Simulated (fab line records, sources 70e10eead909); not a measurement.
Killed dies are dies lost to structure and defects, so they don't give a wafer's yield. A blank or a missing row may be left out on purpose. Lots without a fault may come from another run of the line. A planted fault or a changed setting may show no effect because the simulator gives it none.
One fault seen from 3 desks | flow nand_harc | each desk has only its own numbers; what lay behind them comes last

THE DEFECT DESK
What the inspections along the route counted, lot by lot: means of the sampled wafers that have a number. A lot is out of limits, marked OUT, if its mean lies more than 4 standard deviations from the usual mean; the brackets give that distance.
Columns: A = raw_defect_count at NHARC_A_M0_INSPECT_11, usual 83; B = raw_defect_count at NHARC_A_M1_INSPECT_11, usual 84
lot  | first seen here | A   | B
L969 | day 22 12:21    | 135 | 133
L971 | day 22 23:17    | 94  | 93
L970 | day 23 01:32    | 74  | 76
L972 | day 23 14:19    | 123 | 120
L978 | day 25 21:53    | 75  | 78
L976 | day 26 03:37    | 77  | 78
L980 | day 26 08:14    | 62  | 64
L977 | day 26 10:13    | 126 | 128
L979 | day 26 10:24    | 37  | 38
L984 | day 28 21:05    | 72  | 76
L985 | day 29 15:38    | 113 | 116
L988 | day 29 21:28    | 118 | 117
L992 | day 32 04:00    | 53  | 53
This desk's finding: nothing out of limits on any of the 13 lots.

THE TOOL OWNER'S DESK: arfi_scanner-01
The tool's own readings at NHARC_A_M1_EXPOSE_06 (exposes mask A M1, target cd 120 nm): means of the sampled wafers that have a number, for each lot that ran on this tool. A lot is out of limits, marked OUT, if its mean lies more than 4 standard deviations from the usual mean; the brackets give that distance.
Columns: A = exposure_dose_mJ_cm2 at NHARC_A_M1_EXPOSE_06, usual 75.05
lot  | first seen here | A
L972 | day 23 18:09    | 75.01
L980 | day 26 12:02    | 80.18 (+64) OUT
L977 | day 26 15:20    | 79.17 (+52) OUT
This desk's finding: out of limits on L977, L980; first on L980, day 26 12:02 (exposure_dose_mJ_cm2 at NHARC_A_M1_EXPOSE_06). In limits: L972.

THE METROLOGY DESK
What the gauges read, lot by lot, whatever tool the lot ran on: means of the sampled wafers that have a number. A lot is out of limits, marked OUT, if its mean lies more than 4 standard deviations from the usual mean; the brackets give that distance.
Columns: A = cd_nm at NHARC_A_M0_CD_MEAS_16, usual 80.0 nm; B = cd_nm at NHARC_A_M1_CD_MEAS_09, usual 119.9 nm
lot  | first seen here | A    | B
L969 | day 22 12:43    | 80.0 | 120.3
L971 | day 22 23:38    | 79.6 | 119.6
L970 | day 23 01:55    | 79.7 | 120.0
L972 | day 23 14:43    | 80.7 | 120.0
L978 | day 25 22:15    | 79.3 | 120.3
L976 | day 26 03:58    | 80.9 | 120.3
L980 | day 26 08:35    | 79.5 | 123.6 (+7.8) OUT
L977 | day 26 10:34    | 79.9 | 123.0 (+6.5) OUT
L979 | day 26 10:46    | 80.8 | 119.3
L984 | day 28 21:27    | 80.3 | 119.1
L985 | day 29 16:01    | 80.1 | 119.9
L988 | day 29 21:50    | 80.9 | 120.5
L992 | day 32 04:22    | 80.7 | 119.6
This desk's finding: out of limits on L977, L980; first on L980, day 26 12:10 (cd_nm at NHARC_A_M1_CD_MEAS_09). In limits: L969, L971, L970, L972, L978, L976, L979, L984, L985, L988, L992.

PUT TOGETHER
The tool owner's desk could have raised an alarm at day 26 12:02, on L977, L980.
The metrology desk could have raised an alarm at day 26 12:10, on L977, L980.
The defect desk saw nothing out of limits.
The defect desk has L977, L980 on record, within its limits.
Of the lots named, all ran NHARC_A_M1_EXPOSE_06 on arfi_scanner-01.

WHAT THE SIMULATOR HAD PUT IN
Process parameter drift: arfi_scanner-01, from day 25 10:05 on, at NHARC_A_M1_EXPOSE_06. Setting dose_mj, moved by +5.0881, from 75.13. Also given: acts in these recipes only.
Lots struck among those shown: L977, L980.
Hours from the fault's start to each desk's first reading out of limits: the tool owner's desk, 26; the metrology desk, 26.
